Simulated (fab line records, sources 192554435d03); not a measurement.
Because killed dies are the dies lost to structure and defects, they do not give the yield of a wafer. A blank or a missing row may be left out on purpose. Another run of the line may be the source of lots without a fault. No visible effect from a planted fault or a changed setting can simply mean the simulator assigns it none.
Which tool is to blame? -- flow n5-finfet -- 72 wafers from 24 lots sampled at 5 of the route's 1938 steps

WHAT EACH GAUGE READ, for each wafer
N5_BEOL_M13_CD_MEAS_28 targets a cd of 209.5 nm. Usual: cd-nm 209.5 nm, standard deviation 1.1.
lot,measured,on,cd-nm (nm),flag
L076,day 10 23:23,cd-sem-03,210.5 209.7 209.3,
L075,day 11 08:08,cd-sem-03,208.9 209.2 208.8,
L074,day 11 10:28,cd-sem-02,211.5 209.8 209.0,
L077,day 12 05:28,cd-sem-03,210.9 211.5 208.3,
L078,day 12 06:07,cd-sem-01,208.6 208.5 210.8,
L081,day 12 06:34,cd-sem-01,211.6 211.0 212.7,
L080,day 12 13:20,cd-sem-02,210.6 210.9 210.0,
L079,day 12 13:40,cd-sem-02,208.9 208.6 209.1,
L082,day 13 04:21,cd-sem-03,211.3 209.8 208.6,
L084,day 13 10:29,cd-sem-01,208.7 210.5 209.2,
L083,day 13 13:18,cd-sem-03,211.1 209.5 210.3,
L085,day 13 20:21,cd-sem-03,207.9 209.7 209.1,
L086,day 13 22:37,cd-sem-02,209.3 212.0 210.9,
L087,day 14 05:41,cd-sem-01,208.7 208.6 210.9,
L089,day 14 08:53,cd-sem-02,209.7 210.7 208.6,
L088,day 14 09:07,cd-sem-01,208.8 208.5 209.4,
L090,day 14 11:44,cd-sem-03,209.2 209.5 209.2,
L091,day 14 22:25,cd-sem-03,210.2 208.3 208.6,
L093,day 15 17:20,cd-sem-02,209.8 210.1 209.6,
L092,day 15 18:49,cd-sem-03,210.9 209.4 210.3,
L095,day 16 02:22,cd-sem-01,210.4 207.7 207.9,
L094,day 16 03:44,cd-sem-01,207.5 207.2 208.2,
L096,day 16 08:26,cd-sem-01,209.8 210.9 208.8,
L097,day 16 08:40,cd-sem-01,209.5 208.9 210.3,

N5_BEOL_M13_INSPECT_30: inspects for defects (macro). Usual: raw-defect-count 2.0, standard deviation 1.5.
lot,measured,on,raw-defect-count,flag
L076,day 10 23:26,defect-inspect-01,1 3 1,
L075,day 11 08:12,defect-inspect-01,2 1 0,
L074,day 11 10:31,defect-inspect-01,0 2 3,
L077,day 12 05:31,defect-inspect-02,1 2 2,
L078,day 12 06:10,defect-inspect-02,2 5 2,
L081,day 12 06:37,defect-inspect-02,3 2 1,
L080,day 12 13:24,defect-inspect-02,2 2 0,
L079,day 12 13:43,defect-inspect-02,4 4 0,
L082,day 13 04:24,defect-inspect-02,1 1 5,
L084,day 13 10:32,defect-inspect-02,3 0 4,
L083,day 13 13:22,defect-inspect-02,4 1 2,
L085,day 13 20:24,defect-inspect-01,1 1 1,
L086,day 13 22:40,defect-inspect-01,2 2 0,
L087,day 14 05:46,defect-inspect-02,2 1 1,
L089,day 14 08:56,defect-inspect-02,4 1 1,
L088,day 14 09:10,defect-inspect-02,3 0 1,
L090,day 14 11:47,defect-inspect-02,2 2 2,
L091,day 14 22:28,defect-inspect-02,5 4 2,
L093,day 15 17:24,defect-inspect-02,2 3 2,
L092,day 15 18:52,defect-inspect-02,5 3 3,
L095,day 16 02:25,defect-inspect-02,4 2 1,
L094,day 16 03:47,defect-inspect-02,2 3 2,
L096,day 16 08:29,defect-inspect-02,1 1 3,
L097,day 16 08:44,defect-inspect-01,3 5 2,

N5_BEOL_M14_CD_MEAS_10 targets a cd of 250 nm. Usual: cd-nm 248.9 nm, standard deviation 2.3.
lot,measured,on,cd-nm (nm),flag
L076,day 11 03:33,cd-sem-01,245.6 245.0 249.2,
L075,day 11 12:01,cd-sem-03,245.5 245.1 248.0,
L074,day 11 14:03,cd-sem-03,250.4 250.9 250.6,
L077,day 12 12:44,cd-sem-02,246.9 252.5 249.1,
L078,day 12 13:11,cd-sem-02,251.6 250.5 250.9,
L081,day 12 12:08,cd-sem-03,252.7 250.6 247.3,
L080,day 12 19:29,cd-sem-01,248.7 248.2 244.4,
L079,day 12 19:20,cd-sem-03,249.1 247.0 253.2,
L082,day 13 09:37,cd-sem-02,250.8 250.2 250.5,
L084,day 13 17:40,cd-sem-02,251.4 247.6 249.8,
L083,day 13 18:50,cd-sem-03,248.6 251.3 245.2,
L085,day 14 01:22,cd-sem-03,251.0 251.0 251.6,
L086,day 14 04:04,cd-sem-03,247.7 250.9 249.3,
L087,day 14 09:03,cd-sem-01,244.6 248.6 250.3,
L089,day 14 17:04,cd-sem-02,249.5 251.8 245.0,
L088,day 14 17:59,cd-sem-02,248.1 247.4 249.1,
L090,day 14 18:41,cd-sem-03,245.0 246.9 251.5,
L091,day 15 03:24,cd-sem-02,253.4 249.5 252.6,
L093,day 16 00:15,cd-sem-03,243.7 247.3 248.0,
L092,day 16 00:47,cd-sem-02,249.0 244.3 247.4,
L095,day 16 06:43,cd-sem-03,245.4 249.5 244.8,
L094,day 16 07:01,cd-sem-01,250.9 253.0 253.4,
L096,day 16 13:38,cd-sem-01,248.4 247.9 248.2,
L097,day 16 15:56,cd-sem-03,252.8 251.6 250.0,

N5_BEOL_M14_INSPECT_12: inspects for defects (macro). Usual: raw-defect-count 2.1, standard deviation 1.5.
lot,measured,on,raw-defect-count,flag
L076,day 11 03:37,defect-inspect-01,3 3 1,
L075,day 11 12:04,defect-inspect-02,1 1 4,
L074,day 11 14:06,defect-inspect-01,4 2 2,
L077,day 12 12:47,defect-inspect-02,4 3 0,
L078,day 12 13:14,defect-inspect-02,3 3 1,
L081,day 12 12:11,defect-inspect-02,0 3 1,
L080,day 12 19:33,defect-inspect-02,2 2 3,
L079,day 12 19:23,defect-inspect-02,0 2 2,
L082,day 13 09:41,defect-inspect-01,2 4 3,
L084,day 13 17:43,defect-inspect-02,3 0 3,
L083,day 13 18:53,defect-inspect-01,1 3 2,
L085,day 14 01:25,defect-inspect-02,4 1 4,
L086,day 14 04:07,defect-inspect-01,1 1 0,
L087,day 14 09:06,defect-inspect-01,1 0 3,
L089,day 14 17:08,defect-inspect-02,2 2 3,
L088,day 14 18:02,defect-inspect-01,5 3 4,
L090,day 14 18:44,defect-inspect-02,5 1 1,
L091,day 15 03:28,defect-inspect-02,3 2 3,
L093,day 16 00:19,defect-inspect-01,2 2 2,
L092,day 16 00:50,defect-inspect-02,5 1 2,
L095,day 16 06:46,defect-inspect-01,1 3 3,
L094,day 16 07:05,defect-inspect-01,1 1 1,
L096,day 16 13:42,defect-inspect-01,2 0 0,
L097,day 16 16:00,defect-inspect-01,2 6 4,

EACH LOT AND THE TOOL THAT RAN IT (in order: tool; ch and the chambers of the sampled wafers; start)
lot,N5_BEOL_M13_TRENCH_ETCH_34
L076,"rie-diel-02 ch 0,1, day 10 23:52"
L075,"rie-diel-03 ch 1,2,3, day 11 08:38"
L074,"rie-diel-02 ch 0,3, day 11 10:57"
L077,"rie-diel-01 ch 0,1, day 12 06:01"
L078,"rie-diel-03 ch 0,3, day 12 06:37"
L081,"rie-diel-01 ch 0,1, day 12 07:03"
L080,"rie-diel-01 ch 0,1,2, day 12 13:50"
L079,"rie-diel-03 ch 0,2,3, day 12 14:10"
L082,"rie-diel-01 ch 0,1,3, day 13 04:50"
L084,"rie-diel-02 ch 0,1,3, day 13 11:35"
L083,"rie-diel-03 ch 0,3, day 13 13:47"
L085,"rie-diel-02 ch 0,2, day 13 20:50"
L086,"rie-diel-03 ch 0,1,2, day 13 23:25"
L087,"rie-diel-01 ch 0,1,2, day 14 06:11"
L089,"rie-diel-03 ch 0,3, day 14 09:22"
L088,"rie-diel-01 ch 1,2,3, day 14 09:37"
L090,"rie-diel-03 ch 0,3, day 14 12:14"
L091,"rie-diel-02 ch 0,1,2, day 14 22:54"
L093,"rie-diel-03 ch 1,3, day 15 17:50"
L092,"rie-diel-01 ch 1,2, day 15 19:18"
L095,"rie-diel-03 ch 0,2,3, day 16 02:52"
L094,"rie-diel-03 ch 0,1, day 16 04:13"
L096,"rie-diel-03 ch 0,1,3, day 16 08:55"
L097,"rie-diel-02 ch 0,1,3, day 16 09:14"
- N5_BEOL_M13_TRENCH_ETCH_34: etches SiOC in C4F8/O2/Ar, target depth 413.47 nm, time 162.6 s.

AS READ BY THE TOOLS THEMSELVES (means over the sampled wafers that have a number; for cases with no such wafer, the mark the record gives instead)
N5_BEOL_M13_TRENCH_ETCH_34. Usual: drypump-motor-current-A 5.9 A, standard deviation 0.42; mfc-ar-sccm 400.2 sccm, standard deviation 1.1; oes-product-au 0.78 a.u., standard deviation 0.09; rf-vpp-V 666.3 V, standard deviation 2.8; showerhead-plenum-p-Torr 3.44 Torr, standard deviation 0.099; throttle-valve-pct 24.16 %, standard deviation 0.28.
lot,tool,drypump-motor-current-A (A),mfc-ar-sccm (sccm),oes-product-au (a.u.),rf-vpp-V (V),showerhead-plenum-p-Torr (Torr),throttle-valve-pct (%),flag
L076,rie-diel-02,5.9,400.2,0.87,666.0,3.40,24.02,
L075,rie-diel-03,6.2,401.5,0.77,666.7,3.46,24.21,
L074,rie-diel-02,5.9,400.4,0.85,667.4,3.42,24.05,
L077,rie-diel-01,5.3,399.7,0.77,666.2,3.47,24.02,
L078,rie-diel-03,6.3,400.2,0.77,669.4,3.55,23.99,
L081,rie-diel-01,5.3,401.3,0.77,666.8,3.46,24.03,
L080,rie-diel-01,5.4,400.9,0.82,666.5,3.43,24.11,
L079,rie-diel-03,6.4,401.3,0.76,669.1,3.50,24.06,
L082,rie-diel-01,5.7,399.9,0.86,665.2,3.40,23.88,
L084,rie-diel-02,5.8,399.6,0.75,664.2,3.35,24.34,
L083,rie-diel-03,6.3,399.9,0.76,669.3,3.54,24.01,
L085,rie-diel-02,6.0,400.6,0.78,667.7,3.50,24.21,
L086,rie-diel-03,6.1,399.1,0.71,665.9,3.42,24.20,
L087,rie-diel-01,5.4,399.6,0.79,665.9,3.42,24.13,
L089,rie-diel-03,6.4,401.6,0.80,669.2,3.57,24.06,
L088,rie-diel-01,5.8,399.5,0.87,664.3,3.36,23.97,
L090,rie-diel-03,6.3,399.3,0.76,669.0,3.53,24.01,
L091,rie-diel-02,5.9,399.0,0.75,665.2,3.41,24.27,
L093,rie-diel-03,6.3,399.2,0.79,668.2,3.51,24.22,
L092,rie-diel-01,5.6,400.8,0.84,664.6,3.35,23.98,
L095,rie-diel-03,6.4,399.6,0.74,667.7,3.49,24.10,
L094,rie-diel-03,5.8,400.2,0.70,665.2,3.40,24.30,
L096,rie-diel-03,6.1,400.6,0.74,668.1,3.48,24.20,
L097,rie-diel-02,5.8,400.6,0.84,662.9,3.34,24.23,

THE ANSWER, worked out from the rows above alone
Rule: lot off if the mean of its wafers having a number is beyond 3 standard deviations from the usual mean. Also off: a lot with no number at a reading for which 4 or more lots have one. Where the step has rows for the other lots, those lots are counted as sound. After the gauges, taken in route order, come the tools' own readings; for these a lot's mean is taken, as printed above. At the first step where some lot is off, the reading lying furthest off is the one used; lots without a number count as furthest.
Nothing can be told from this: no lot is off at any reading shown.

WHAT HAD BEEN PUT IN BY THE SIMULATOR
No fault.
